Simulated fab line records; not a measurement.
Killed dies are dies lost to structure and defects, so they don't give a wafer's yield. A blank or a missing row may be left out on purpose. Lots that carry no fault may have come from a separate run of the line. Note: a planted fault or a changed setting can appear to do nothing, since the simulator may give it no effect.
fab line records	flow n5-finfet
[record] lots = 6	wafers = 18	last-day = 18
route steps=1938 shown SDB@357 BEOL_M4@1111 PASSIVATION@1936
lots that met no fault: taken from a fault-free run of the same line
start-h: start of the lot's first displayed wafer, in hours after the record's first day	wait-h: how many hours have passed since the lot's step before this one	" same as the row above	L1.1+2: a single row standing in for several wafers	- no value present, or no start provided	* or withheld: withheld	< > ~ a bound
route shown NAME@n: names a module that has steps shown in the file, with the first one's number in the route	usual: average and standard deviation across the fault-free wafers	same: alike in all rows	chamber/n: place in a boat	sites: the reading at each site	_std_site: standard deviation across them	_edge_site: the outer-site mean with the inner-site mean subtracted	radius-mm: how far each site lies from the wafer's centre	mask NAME#n: copy n	behind: the tool/chamber that last shaped the wafer	hold: reason for holding the lot/hours on hold/outcome of the hold	device: which transistor (n, p or np) failed to switch	end of line: the same wafers' tests at the end of the route	a step with no rows: only its recipe	killed: not the wafer's yield, but the dies lost to structure and defects at the first sort	map: shows each die of a wafer: x if killed, . if not, _ if none is there
set.NAME: the setting that was run; set.NAME@STEP: the one run at that earlier step	model.NAME: the simulator's own value behind a step, which no gauge read
lots at selected steps of the route; one table per step, one row per wafer
services: from which hour (start-h, from the record's first day; less than 0 if before it) a tool's chamber was out of use, for how many hours, and why
[[steps]]
[step N5_SDB_OVL_MEAS_12]
[recipe] points-per-wafer = 44
[usual] SDB_OVL = 0.4/0.87
lot.wafer	tool	chamber	start-h	wait-h	SDB_OVL[nm]
L401.1	overlay-01	0	125.78	0.0	0.3
L401.3	"	0	"	"	0.8
L401.6	"	0	"	"	0.2
L406.3	overlay-01	0	150.69	0.0	1.6
L406.4	"	0	"	"	1.2
L406.5	"	0	"	"	0.9
L408.1	overlay-01	0	164.65	0.0	1.5
L408.5	"	0	"	"	0.5
L408.6	"	0	"	"	0.4
L409.2	overlay-02	0	169.09	0.0	-1.0
L409.3	"	0	"	"	0.4
L409.4	"	0	"	"	-0.6
L414.2	overlay-02	0	203.54	0.0	-0.2
L414.4	"	0	"	"	1.0
L414.6	"	0	"	"	-0.1
L415.1	overlay-02	0	211.90	0.0	2.2
L415.5	"	0	"	"	1.4
L415.6	"	0	"	"	0.0
[step N5_SDB_INSPECT_13]
[recipe] mode = adi	inspect-instrument = brightfield
[usual] raw-defect-count = 72/33
lot.wafer	tool	chamber	start-h	wait-h	raw-defect-count
L401.1	defect-inspect-01	-	125.80	0.0	38
L401.3	"	-	"	"	30
L401.6	"	-	"	"	55
L406.3	defect-inspect-02	-	150.71	0.0	84
L406.4	"	-	"	"	106
L406.5	"	-	"	"	88
L408.1	defect-inspect-02	-	164.68	0.0	41
L408.5	"	-	"	"	49
L408.6	"	-	"	"	58
L409.2	defect-inspect-02	-	169.12	0.0	42
L409.3	"	-	"	"	70
L409.4	"	-	"	"	39
L414.2	defect-inspect-01	-	203.56	0.0	51
L414.4	"	-	"	"	49
L414.6	"	-	"	"	44
L415.1	defect-inspect-02	-	211.93	0.0	41
L415.5	"	-	"	"	44
L415.6	"	-	"	"	26
[step N5_SDB_DESCUM_16]
[recipe] chemistry = O2	time-s = 7.9	source-power-w = 50	bias-power-w = 20	pressure-mtorr = 20	rf-frequency-hz = 2.712e+07	temp-c = 40	resist = CAR-ArF	o2-flow-sccm = 225
[usual] drypump-motor-current-A = 5.4/0.36	oes-product-au = 0.76/0.079	rf-fwd-power-W = 49.42/0.21	rf-vpp-V = 243.8/1.2	showerhead-plenum-p-Torr = 2.14/0.058	throttle-valve-pct = 20.42/0.17
[same] time-s = 7.9
lot.wafer	tool	chamber	start-h	wait-h	drypump-motor-current-A	oes-product-au	rf-fwd-power-W	rf-hours-counter-h	rf-vpp-V	showerhead-plenum-p-Torr	throttle-valve-pct
L401.1	rie-diel-02	2	125.83	0.0	5.5	0.72	49.64	196	244.8	2.19	20.64
L401.3	"	1	"	"	5.7	0.71	49.51	178	244.5	2.19	20.64
L401.6	"	0	"	"	5.2	0.96	49.34	-	244.5	2.24	20.38
L406.3	rie-diel-02	3	150.78	0.1	5.8	0.77	49.65	126	243.5	2.10	20.53
L406.4	"	0	"	"	5.3	0.92	49.27	21	244.4	2.23	20.38
L406.5	"	2	"	"	5.4	0.70	49.53	-	245.8	2.18	20.67
L408.1	rie-diel-01	0	164.71	0.0	5.6	0.70	49.61	228	244.7	2.15	20.24
L408.5	"	1	"	"	6.2	0.81	49.46	-	243.7	2.11	20.31
L408.6	"	2	"	"	4.8	0.73	49.20	-	242.0	2.06	20.41
L409.2	rie-diel-06	0	169.33	0.2	5.2	0.78	49.20	126	244.1	2.18	20.60
L409.3	"	2	"	"	4.9	0.74	49.41	168	245.1	2.17	20.14
L409.4	"	3	"	"	5.6	0.97	49.40	13	242.3	2.05	20.39
L414.2	rie-diel-01	2	203.59	0.0	4.8	0.71	49.53	203	242.4	2.06	20.43
L414.4	"	1	"	"	6.1	0.79	49.19	97	243.4	2.10	20.33
L414.6	"	1	"	"	6.1	0.80	49.29	-	242.9	2.10	20.33
L415.1	rie-diel-01	0	211.96	0.0	5.6	0.68	49.39	246	244.4	2.14	20.25
L415.5	"	3	"	"	5.3	0.72	49.69	-	243.1	2.07	20.35
L415.6	"	0	"	"	5.6	0.68	49.44	-	243.8	2.14	20.24
[step N5_SDB_ETCH_17]
[recipe] chemistry = CF4	target = SiARC	target-depth-a = 234	mask-material = CAR-ArF	time-s = 39	ion-energy-ev = 80	pressure-mtorr = 40	source-w = 545	bias-w = 36	Ar_flow_sccm = 100	cf4-flow-sccm = 100	ends = cleared
[usual] drypump-motor-current-A = 5.4/0.36	etch-rf-on-time-s = 38.6/0.87	oes-product-au = 0.65/0.069	rf-fwd-power-W = 535.2/2.7	rf-vpp-V = 184.6/1.1	showerhead-plenum-p-Torr = 2.19/0.052	throttle-valve-pct = 15.64/0.14
lot.wafer	tool	chamber	start-h	wait-h	drypump-motor-current-A	etch-rf-on-time-s	oes-product-au	rf-fwd-power-W	rf-hours-counter-h	rf-vpp-V	showerhead-plenum-p-Torr	throttle-valve-pct
L401.1	rie-diel-02	2	125.87	0.0	5.4	38.1	0.62	541.1	196	184.4	2.22	15.75
L401.3	"	1	"	"	5.7	39.8	0.61	533.6	178	184.3	2.22	15.81
L401.6	"	0	"	"	5.2	38.9	0.80	535.3	-	185.7	2.28	15.52
L406.3	rie-diel-02	3	150.82	0.0	5.8	38.6	0.64	534.9	126	183.3	2.15	15.71
L406.4	"	0	"	"	5.2	38.7	0.80	533.9	21	187.0	2.28	15.56
L406.5	"	2	"	"	5.4	37.9	0.62	537.8	-	185.8	2.22	15.76
L408.1	rie-diel-01	0	164.75	0.0	5.6	38.8	0.59	539.6	228	185.0	2.21	15.57
L408.5	"	1	"	"	6.1	37.7	0.69	534.4	-	184.0	2.16	15.50
L408.6	"	2	"	"	4.8	38.5	0.62	534.9	-	183.3	2.13	15.69
L409.2	rie-diel-06	0	169.36	0.0	5.2	37.9	0.66	529.2	126	186.2	2.24	15.80
L409.3	"	2	"	"	5.0	38.5	0.63	538.7	168	186.3	2.22	15.42
L409.4	"	3	"	"	5.6	36.3	0.84	536.3	13	183.8	2.10	15.55
L414.2	rie-diel-01	2	203.63	0.0	4.8	38.8	0.61	536.4	203	184.4	2.13	15.71
L414.4	"	1	"	"	6.1	37.6	0.69	535.9	97	184.4	2.15	15.52
L414.6	"	1	"	"	6.1	37.4	0.68	533.4	-	185.0	2.16	15.54
L415.1	rie-diel-01	0	212.00	0.0	5.6	38.5	0.58	538.2	246	183.9	2.21	15.61
L415.5	"	3	"	"	5.2	40.1	0.61	537.7	-	182.9	2.12	15.63
L415.6	"	0	"	"	5.6	39.0	0.58	538.6	-	185.2	2.21	15.59
[step N5_SDB_ETCH_18]
[recipe] chemistry = N2/H2	target = SOC	target-depth-a = 1000	overetch-a = 200	mask-material = SiARC	temp-c = 40	time-s = 150	ion-energy-ev = 200	pressure-mtorr = 30	source-w = 840	bias-w = 150	n2-flow-sccm = 200	h2-flow-sccm = 200
[usual] drypump-motor-current-A = 5.4/0.36	oes-product-au = 0.68/0.067	rf-fwd-power-W = 837.6/2.7	rf-vpp-V = 525.5/1.9	showerhead-plenum-p-Torr = 2.60/0.065	throttle-valve-pct = 17.85/0.18
[same] time-s = 150
lot.wafer	tool	chamber	start-h	wait-h	drypump-motor-current-A	oes-product-au	rf-fwd-power-W	rf-hours-counter-h	rf-vpp-V	showerhead-plenum-p-Torr	throttle-valve-pct
L401.1	rie-diel-02	2	125.90	0.0	5.4	0.64	838.1	196	525.2	2.62	17.84
L401.3	"	1	"	"	5.7	0.65	837.6	178	528.3	2.65	18.14
L401.6	"	0	"	"	5.2	0.85	836.2	-	529.4	2.72	17.81
L406.3	rie-diel-02	3	150.85	0.0	5.9	0.68	841.0	126	522.8	2.55	17.85
L406.4	"	0	"	"	5.2	0.83	836.6	21	527.8	2.71	17.85
L406.5	"	2	"	"	5.4	0.64	841.4	-	524.7	2.61	17.88
L408.1	rie-diel-01	0	164.78	0.0	5.6	0.62	842.1	228	525.4	2.62	17.77
L408.5	"	1	"	"	6.1	0.71	842.0	-	525.1	2.57	17.80
L408.6	"	2	"	"	4.8	0.66	836.8	-	524.0	2.53	17.90
L409.2	rie-diel-06	0	169.40	0.0	5.2	0.69	839.2	126	527.7	2.66	18.16
L409.3	"	2	"	"	4.9	0.66	844.6	168	527.0	2.63	17.66
L409.4	"	3	"	"	5.7	0.84	840.8	13	522.4	2.48	17.77
L414.2	rie-diel-01	2	203.66	0.0	4.8	0.64	830.9	203	523.0	2.53	17.92
L414.4	"	1	"	"	6.1	0.71	839.0	97	522.8	2.56	17.82
L414.6	"	1	"	"	6.1	0.71	839.9	-	524.3	2.56	17.82
L415.1	rie-diel-01	0	212.03	0.0	5.6	0.61	839.6	246	524.8	2.61	17.80
L415.5	"	3	"	"	5.3	0.64	843.0	-	524.4	2.51	17.82
L415.6	"	0	"	"	5.6	0.61	841.6	-	525.0	2.61	17.80
[step N5_SDB_STRIP_19]
[recipe] chemistry = N2/H2	temp-c = 40	n2-flow-sccm = 200	h2-flow-sccm = 200	rf-frequency-hz = 6e+07
[step N5_SDB_STRIP_21]
[recipe] chemistry = CF4	resist = SiARC	power-w = 300	bias-power-w = 75	pressure-mtorr = 50	cf4-flow-sccm = 150	rf-frequency-hz = 6e+07
[step N5_SDB_HM_OPEN_20]
[recipe] chemistry = CH3F/O2	target = SiNx	mask-material = SOC	target-depth-a = 240	stop-on = poly-Si	over-etch-frac = 0.4	ion-energy-ev = 120	pressure-mtorr = 30	source-w = 395	bias-w = 73	Ar_flow_sccm = 150	CH3F_flow_sccm = 30	O2_flow_sccm = 20
[step N5_SDB_STRIP_22]
[recipe] chemistry = N2/H2	power-w = 1000	temp-c = 250	h2-frac = 0.65	overash-fraction = 0.3	pressure-mtorr = withheld	n2-flow-sccm = 1750	h2-flow-sccm = 3250
[usual] drypump-motor-current-A = 5.5/0.43	heater-power-w = 318/37	oes-product-au = 0.714/0.0043	strip-time-to-endpoint-s = 96.1/0.39
lot.wafer	tool	chamber	start-h	wait-h	drypump-motor-current-A	heater-power-w	oes-product-au	rf-hours-counter-h	strip-time-to-endpoint-s
L401.1	plasma-asher-01	0	126.14	0.1	5.4	363	0.712	47	95.8
L401.3	"	0	"	"	5.4	370	0.720	-	96.3
L401.6	"	0	"	"	5.4	366	0.711	-	96.2
L406.3	plasma-asher-01	0	151.13	0.1	5.4	380	0.715	-	96.1
L406.4	"	1	"	"	6.2	321	0.717	-	96.3
L406.5	"	0	"	"	5.4	367	0.704	-	96.3
L408.1	plasma-asher-02	0	165.02	0.1	5.3	312	0.715	101	96.3
L408.5	"	1	"	"	5.1	271	0.705	-	95.9
L408.6	"	0	"	"	5.2	310	0.716	-	96.0
L409.2	plasma-asher-01	0	169.63	0.1	5.3	379	0.717	58	95.7
L409.3	"	0	"	"	5.4	375	0.720	-	95.9
L409.4	"	1	"	"	6.2	320	0.709	-	94.9
L414.2	plasma-asher-01	0	203.90	0.1	5.4	375	0.714	65	96.3
L414.4	"	1	"	"	6.2	318	0.713	-	95.8
L414.6	"	0	"	"	5.4	362	0.719	-	95.9
L415.1	plasma-asher-02	1	212.27	0.1	5.1	272	0.713	110	97.3
L415.5	"	0	"	"	5.2	307	0.710	-	96.7
L415.6	"	1	"	"	5.1	268	0.722	-	96.8
[step N5_SDB_PRECLEAN_23]
[recipe] chemistry = dHF	time-s = 30	temp-c = 25	dilution = withheld
[step N5_SDB_DUMMY_REMOVE_24]
[recipe] chemistry = TMAH	temp-c = 70	target = poly-Si	stop-on = SiO2	target-depth-nm = 142	conc-wt-pct = 5	time-s = 57	dry = ipa-marangoni	rinse-time-s = 30	rinse-temp-c = 23
[step N5_SDB_ETCH_25]
[recipe] chemistry = C4F6/O2	target = SiO2	target-depth-a = 100	time-s = 3.3	ion-energy-ev = 250	mask-material = SiNx	pressure-mtorr = 30	source-w = 345	bias-w = 185	Ar_flow_sccm = 300	C4F6_flow_sccm = 10	O2_flow_sccm = 10
[usual] drypump-motor-current-A = 5.4/0.38	oes-product-au = 0.77/0.082	rf-fwd-power-W = 342.8/1.2	rf-vpp-V = 665/15	showerhead-plenum-p-Torr = 2.90/0.068	throttle-valve-pct = 21.18/0.14
[same] time-s = 3.3
lot.wafer	tool	chamber	start-h	wait-h	drypump-motor-current-A	oes-product-au	rf-fwd-power-W	rf-hours-counter-h	rf-vpp-V	showerhead-plenum-p-Torr	throttle-valve-pct
L401.1	rie-diel-06	3	126.36	0.0	5.6	1.01	341.6	1	646	2.81	21.21
L401.3	"	0	"	"	5.2	0.78	341.4	114	677	2.99	21.41
L401.6	"	2	"	"	4.9	0.74	342.0	-	676	2.98	21.05
L406.3	rie-diel-06	1	151.31	0.0	5.6	0.73	340.5	200	684	2.94	21.02
L406.4	"	3	"	"	5.6	0.98	342.2	7	647	2.80	21.20
L406.5	"	3	"	"	5.6	1.00	342.3	-	645	2.80	21.21
L408.1	rie-diel-06	1	165.24	0.0	5.6	0.72	343.1	205	685	2.93	21.03
L408.5	"	0	"	"	5.2	0.78	342.9	-	679	2.98	21.45
L408.6	"	3	"	"	5.7	0.97	342.5	-	647	2.80	21.24
L409.2	rie-diel-06	2	169.86	0.0	4.9	0.74	343.8	168	677	2.98	21.07
L409.3	"	0	"	"	5.2	0.79	339.9	126	677	2.98	21.45
L409.4	"	1	"	"	5.6	0.72	341.6	207	682	2.93	21.03
L414.2	rie-diel-06	1	204.12	0.0	5.6	0.71	342.1	220	685	2.93	21.06
L414.4	"	3	"	"	5.6	0.93	343.2	-	647	2.79	21.26
L414.6	"	0	"	"	5.2	0.78	341.3	-	677	2.97	21.47
L415.1	rie-diel-01	3	212.49	0.0	5.2	0.70	342.0	229	670	2.83	21.16
L415.5	"	2	"	"	4.8	0.72	343.6	-	675	2.83	21.32
L415.6	"	3	"	"	5.2	0.70	344.7	-	669	2.83	21.17
[step N5_SDB_CUT_ETCH_26]
[recipe] chemistry = HBr/Cl2/O2	target = Si	target-depth-a = 1296	bt-time-s = 20	mask-material = SiNx	time-s = 51.8	ion-energy-ev = *	bias-w = *	pressure-mtorr = 10	icp-w = 800	HBr_flow_sccm = 150	Cl2_flow_sccm = 80	O2_flow_sccm = 12
[usual] drypump-motor-current-A = 5.5/0.47	oes-product-au = 0.999/0.017	rf-fwd-power-W = *	throttle-valve-pct = 37.16/0.25
[same] time-s = 51.8
lot.wafer	tool	chamber	start-h	wait-h	drypump-motor-current-A	oes-product-au	rf-fwd-power-W	rf-hours-counter-h	throttle-valve-pct	model.SDB.feature-depth-nm	model.etch.depth-nm	model.SiNx_of_SDB_HM_DEP_00.thk-nm
L401.1	rie-si-01	1	126.45	0.1	5.0	0.999	*	81	37.16	132.6	132.6	21.2
L401.3	"	3	"	"	5.7	1.012	*	3	37.41	134	134	21
L401.6	"	1	"	"	5.0	1.000	*	-	37.18	132.2	132.3	22.2
L406.3	rie-si-01	2	151.39	0.1	4.9	1.018	*	3	37.07	128.6	128.7	22
L406.4	"	0	"	"	6.1	0.973	*	58	36.83	133	133	21.8
L406.5	"	1	"	"	5.0	0.994	*	-	37.17	131.2	131.3	22
L408.1	rie-si-01	0	165.32	0.1	6.1	0.986	*	58	36.79	189.2	189.1	14.4
L408.5	"	2	"	"	4.9	1.013	*	-	37.10	129.2	129.2	22.2
L408.6	"	3	"	"	5.7	1.014	*	-	37.40	130.8	130.9	22.2
L409.2	rie-si-01	1	169.95	0.1	5.0	1.000	*	82	37.16	130.8	130.8	22
L409.3	"	3	"	"	5.7	1.007	*	4	37.40	130.8	130.8	22.2
L409.4	"	0	"	"	6.1	0.990	*	58	36.80	189.4	189.3	15
L414.2	rie-si-04	0	204.21	0.1	5.7	0.998	*	186	36.89	130.2	130.3	21.2
L414.4	"	3	"	"	5.0	0.981	*	62	37.41	128.8	128.8	22.4
L414.6	"	1	"	"	5.1	0.985	*	-	36.91	124.8	124.9	22.2
L415.1	rie-si-06	3	212.57	0.1	5.8	1.002	*	62	37.41	128.6	128.6	22.4
L415.5	"	2	"	"	6.2	1.004	*	-	36.83	128.6	128.5	22.6
L415.6	"	3	"	"	5.8	1.001	*	-	37.40	128	128.1	23
[step N5_SDB_PRECLEAN_38]
[recipe] chemistry = dHF	time-s = 10	dilution = 750:1	temp-c = 25
[same] time-s = 10
lot.wafer	tool	chamber	start-h	wait-h	model.SiNx_of_SDB_HM_DEP_00.thk-nm
L401.1	wet-bench-06	2	126.57	0.1	21.2
L401.3	"	7	"	"	20.8
L401.6	"	3	"	"	22
L406.3+5	wet-bench-06	6,3	151.51	0.1	22
L406.4	"	4	"	"	21.8
L408.1	wet-bench-02	3	165.44	0.1	14.2
L408.5+6	"	2,6	"	"	22.2
L409.2+3	wet-bench-02	2,3	170.06	0.1	22
L409.4	"	7	"	"	15
L414.2	wet-bench-05	5	204.32	0.1	21.2
L414.4	"	1	"	"	22.4
L414.6	"	3	"	"	22.2
L415.1+5	wet-bench-06	2,7	212.69	0.1	22.4
L415.6	"	1	"	"	23
[step N5_SDB_PRECLEAN_39]
[recipe] chemistry = O3/DIW	time-s = 45	temp-c = 22	o3-ppm = 10
[step N5_BEOL_M4_RC_MEAS_101]
[usual] DIBL_N = 36.1/1.6	DIBL_P = 36.6/1.9	IOFF_N = 0.160/0.026	IOFF_P = 0.210/0.028	ION_N = 677/10	ION_P = 464/6.9	SS_N = 71.4/0.56	SS_P = 73.3/0.61	VT_N = 249.1/2.6	VT_P = -250/3.3
lot.wafer	tool	chamber	start-h	wait-h	DIBL_N[mV/V]	DIBL_P[mV/V]	IOFF_N[nA/um]	IOFF_P[nA/um]	ION_N[uA/um]	ION_P[uA/um]	SS_N[mV/dec]	SS_P[mV/dec]	VT_N[mV]	VT_P[mV]
L401.1	prober-01	0	235.52	0.0	37.8	37.4	0.164	0.205	686	464	71.7	72.8	247.1	-251
L401.3	"	0	"	"	39.2	38.5	0.167	0.216	664	459	72.3	73.5	251.5	-251
L401.6	"	0	"	"	40.3	40.6	0.207	0.264	690	471	72.4	74.1	248.7	-250
L406.3	prober-02	0	262.79	0.3	36.9	36.2	0.176	0.242	684	472	71.2	73.8	245.4	-244
L406.4	"	0	"	"	37.8	37.0	0.184	0.249	697	480	71.1	73.4	247.3	-246
L406.5	"	0	"	"	35.5	34.0	0.146	0.206	664	463	70.4	73.0	249.8	-248
L408.1	prober-02	0	277.92	0.0	37.9	39.3	0.189	0.240	679	464	70.8	73.7	248.4	-248
L408.5	"	0	"	"	36.5	36.5	0.155	0.205	683	466	71.0	73.3	250.9	-249
L408.6	"	0	"	"	39.0	40.5	0.220	0.262	697	477	71.9	73.4	242.8	-247
L409.2	prober-01	0	284.30	0.2	37.4	38.8	0.179	0.208	677	454	72.7	73.6	247.4	-251
L409.3	"	0	"	"	37.1	38.6	0.170	0.213	671	463	71.7	73.1	247.8	-251
L409.4	"	0	"	"	34.6	36.1	0.136	0.181	672	456	71.5	73.4	250.5	-254
L414.2	prober-02	0	295.88	0.2	38.9	38.6	0.187	0.274	685	468	72.2	74.3	246.1	-245
L414.4	"	0	"	"	37.3	35.3	0.154	0.229	667	465	71.5	72.6	250.8	-246
L414.6	"	0	"	"	35.5	33.3	0.126	0.190	651	456	71.3	73.8	252.3	-251
L415.1	prober-02	0	328.40	0.0	35.9	36.2	0.165	0.220	675	465	71.3	72.9	248.0	-247
L415.5	"	0	"	"	36.9	37.6	0.188	0.245	692	470	72.3	73.3	245.3	-247
L415.6	"	0	"	"	33.7	34.3	0.128	0.188	654	455	71.6	72.3	249.6	-251
[step N5_PASSIVATION_PROBE_49]
[usual] defect-limited-yield = 91.3/1.5	killed_at_M0_to_M3 = 34/10	killed_at_M4_up = 13/4.9	killed-at-contacts = 13/6.1	killed-at-front-end = 39/13	killed-at-other = 4.1/2.7	killed-dies = 103/18	killed-on-rim = 13/4.3	killed-open = 68/13	killed-short = 32/7.6	sort_bin_5_function = 5.2/1	sort_bin_6_memory = 3.2/0.75	sort-n-pass = 1077/18	sort-yield-pct = 91.3/1.5
[same] gross-dies = 1180	killed-at-back-side = 0	sort_bin_4_leakage[%] = 0	sort_bin_8_speed[%] = 0
lot.wafer	tool	chamber	start-h	wait-h	defect-limited-yield[%]	killed_at_M0_to_M3	killed_at_M4_up	killed-at-contacts	killed-at-front-end	killed-at-other	killed-dies	killed-on-rim	killed-open	killed-short	sort_bin_5_function[%]	sort_bin_6_memory[%]	sort-n-pass	sort-yield-pct[%]
L406.3	prober-02	-	378.66	0.1	90.2	58	11	6	38	3	116	11	73	40	5.3	4.2	1064	90.2
L406.4	prober-02	-	378.71	0.2	90.8	46	12	14	31	5	108	12	72	34	5.1	3.8	1072	90.8
L406.5	prober-02	-	378.76	0.2	91.8	43	10	7	31	6	97	15	57	37	4.4	3.4	1083	91.8
L408.1	prober-01	-	385.65	0.0	92.7	32	17	9	27	1	86	9	58	26	4.8	2.2	1094	92.7
L408.5	prober-01	-	385.85	0.2	93.8	28	10	8	25	2	73	9	41	30	4.0	2.1	1107	93.8
L408.6	prober-01	-	385.90	0.3	94.1	17	17	18	16	2	70	8	52	17	3.5	2.4	1110	94.1
L414.2	prober-01	-	399.02	0.1	90.5	29	8	14	57	4	112	18	76	33	6.5	2.7	1068	90.5
L414.4	prober-01	-	399.12	0.2	91.7	29	10	3	52	4	98	15	62	35	4.7	3.0	1082	91.7
L414.6	prober-01	-	399.22	0.3	92.7	23	12	15	32	4	86	11	52	33	3.6	2.9	1094	92.7
// killed by level:class
L406.3 BEOL_M0_SAQP:geometric-particle:open=14 BEOL_M0_SAQP:geometric-particle:short=10 BEOL_M1:geometric-particle:open=9 FIN_SAQP:geometric-particle:short=6 FIN_SAQP:geometric-particle:open=6 STI_FIN_REVEAL:geometric-particle:open=6 BEOL_M2:geometric-particle:open=6 BEOL_M3:geometric-particle:open=6
L406.4 BEOL_M1:geometric-particle:open=10 MOL_CONTACT_COAG:geometric-particle:open=9 FIN_SAQP:geometric-particle:open=8 BEOL_M0_SAQP:geometric-particle:short=8 BEOL_M0:geometric-particle:open=8 FIN_SAQP:geometric-particle:short=7 BEOL_M4:geometric-particle:open=7 BEOL_M0_SAQP:geometric-particle:open=6
L406.5 STI_FIN_REVEAL:geometric-particle:open=17 BEOL_M1:geometric-particle:short=9 BEOL_M1:geometric-particle:open=8 BEOL_M2:geometric-particle:open=8 BEOL_M2:geometric-particle:short=6 BEOL_M4:geometric-particle:open=6 MOL_CONTACT_COAG:geometric-particle:short=5 BEOL_M0_SAQP:geometric-particle:short=5
L408.1 BEOL_M4:geometric-particle:open=11 GATE_CUT:geometric-particle:short=8 BEOL_M2:geometric-particle:open=7 BEOL_M0_SAQP:geometric-particle:open=7 BEOL_M0_SAQP:geometric-particle:short=6 GATE_CUT:geometric-particle:open=5 MOL_CONTACT_COAG:geometric-particle:open=5 BEOL_M3:geometric-particle:open=4
L408.5 BEOL_M0_SAQP:geometric-particle:short=9 BEOL_M0_SAQP:geometric-particle:open=8 MOL_CONTACT_COAG:geometric-particle:open=7 GATE_CUT:geometric-particle:short=6 STI_FIN_REVEAL:geometric-particle:open=5 BEOL_M1:geometric-particle:open=5 FIN_SAQP:geometric-particle:short=4 GATE_CUT:geometric-particle:open=4
L408.6 MOL_CONTACT_COAG:geometric-particle:open=17 BEOL_M4:geometric-particle:open=11 BEOL_M2:geometric-particle:open=7 GATE_CUT:geometric-particle:short=5 BEOL_M1:geometric-particle:open=3 FIN_SAQP:geometric-particle:short=2 BEOL_M2:geometric-particle:short=2 BEOL_M3:geometric-particle:open=2
L414.2 FIN_SAQP:geometric-particle:open=13 MOL_CONTACT_COAG:geometric-particle:open=11 STI_FIN_REVEAL:geometric-particle:open=10 BEOL_M2:geometric-particle:open=7 BEOL_M3:geometric-particle:open=7 GATE_CUT:geometric-particle:short=6 STARTING-WAFER:geometric-particle:open=6 FIN_SAQP:geometric-particle:short=5
L414.4 FIN_SAQP:geometric-particle:short=11 FIN_SAQP:geometric-particle:open=10 STI_FIN_REVEAL:geometric-particle:open=8 BEOL_M0_SAQP:geometric-particle:open=5 BEOL_M3:geometric-particle:open=5 STARTING-WAFER:geometric-particle:short=4 GATE_CUT:geometric-particle:short=4 BEOL_M2:geometric-particle:open=4
L414.6 MOL_CONTACT_COAG:geometric-particle:open=9 FIN_SAQP:geometric-particle:short=7 BEOL_M2:geometric-particle:open=6 FIN_SAQP:geometric-particle:open=5 MOL_CONTACT_COAG:geometric-particle:short=5 BEOL_M3:geometric-particle:open=5 DUMMY_GATE:geometric-particle:open=4 BEOL_M4:geometric-particle:open=4
[[services]]
tool	chamber	start-h	hours	kind
rie-diel-06	3	105.77	-	clean
rie-diel-06	3	105.77	-	consumable-replace:focus-ring
rie-diel-06	3	105.77	17.6	scheduled-down
rie-diel-06	3	105.77	17.6	vent-cycle
rie-diel-06	-	127.99	14.6	pm
wet-bench-06	-	136.32	6.8	repair
wet-bench-05	-	152.36	2.7	repair
rie-si-01	-	158.07	2.8	pm
plasma-asher-01	-	171.85	0.3	repair
rie-si-06	-	178.60	0.3	repair
rie-diel-01	1	191.40	6.2	repair
rie-diel-06	2	200.16	11.6	repair
[[key]]
first-sign none at tools or gauges
[model-effect] step = N5_SDB_CUT_ETCH_26	value = SDB.feature-depth-nm	without = 131.5	struck = 189.3
[model-effect] step = N5_SDB_PRECLEAN_38	value = SiNx_of_SDB_HM_DEP_00.thk-nm	without = 21.9	struck = 14.6
met-at N5_SDB_CUT_ETCH_26
struck-wafers L408.1,L409.4
onset-between 151.39 165.32
[fault] kind = process-parameter-drift	tool = rie-si-01	chamber = -	onset-h = 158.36	steps = N5_SDB_CUT_ETCH_26	channel = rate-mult	offset = 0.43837	shape = step	end-h = 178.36	scope = struck-wafers-only
